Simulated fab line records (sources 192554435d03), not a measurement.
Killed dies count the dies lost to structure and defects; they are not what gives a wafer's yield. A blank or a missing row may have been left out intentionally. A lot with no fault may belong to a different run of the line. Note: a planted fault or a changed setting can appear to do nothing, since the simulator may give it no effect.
Chamber matching / flow n5-finfet / N5_MOL_CONTACT_COAG_VIA_ETCH_46 on rie-diel-01 has 4 sister chambers
The step etches SiO2 in C4F6/O2, target depth 46 nm, overetch 9.2 nm, time 40 s. 8 wafers are shown with their chamber, then 7 later ones without.

## EACH WAFER AND ITS CHAMBER
wafer=L079.2; chamber=1; rf-vpp-V (V)=1620; throttle-valve-pct (%)=40.1
wafer=L080.1; chamber=1; rf-vpp-V (V)=1619; throttle-valve-pct (%)=40.1
wafer=L080.4; chamber=3; rf-vpp-V (V)=1604; throttle-valve-pct (%)=40.9
wafer=L086.1; chamber=2; rf-vpp-V (V)=1555; throttle-valve-pct (%)=41.0
wafer=L086.5; chamber=3; rf-vpp-V (V)=1604; throttle-valve-pct (%)=40.9
wafer=L086.6; chamber=0; rf-vpp-V (V)=1571; throttle-valve-pct (%)=39.8
wafer=L092.1; chamber=0; rf-vpp-V (V)=1570; throttle-valve-pct (%)=39.8
wafer=L092.3; chamber=2; rf-vpp-V (V)=1554; throttle-valve-pct (%)=41.1

## WAFERS WHOSE CHAMBER IS MISSING
wafer=L092.5; rf-vpp-V (V)=1617; throttle-valve-pct (%)=40.1
wafer=L093.3; rf-vpp-V (V)=1571; throttle-valve-pct (%)=39.8
wafer=L093.4; rf-vpp-V (V)=1603; throttle-valve-pct (%)=40.9
wafer=L093.6; rf-vpp-V (V)=1618; throttle-valve-pct (%)=40.1
wafer=L094.1; rf-vpp-V (V)=1571; throttle-valve-pct (%)=39.9
wafer=L094.4; rf-vpp-V (V)=1617; throttle-valve-pct (%)=40.1
wafer=L094.5; rf-vpp-V (V)=1570; throttle-valve-pct (%)=39.8

## THE CHAMBER EACH PASSED THROUGH
wafer=L092.5; from the rows above=1; in truth=1
wafer=L093.3; from the rows above=0; in truth=0
wafer=L093.4; from the rows above=3; in truth=3
wafer=L093.6; from the rows above=1; in truth=1
wafer=L094.1; from the rows above=0; in truth=0
wafer=L094.4; from the rows above=1; in truth=1
wafer=L094.5; from the rows above=0; in truth=0
7 of 7 placed correctly. Can't be placed from these rows: 0. Number placed wrongly: 0.
How it was worked out, from the rows above alone: a wafer's distance from a chamber is the root of the sum, over the readings, of the square of ((its reading less the chamber's mean) divided by the reading's scatter). If the next closest chamber is less than 2 further off than the closest, the wafer can't be placed; otherwise it belongs to the closest. The mean given for a chamber averages the wafers shown for that chamber. How the scatter is found: for the shown wafers, subtract from each reading the mean of its chamber, square and add these, divide the total by (wafers less chambers), then take the root.
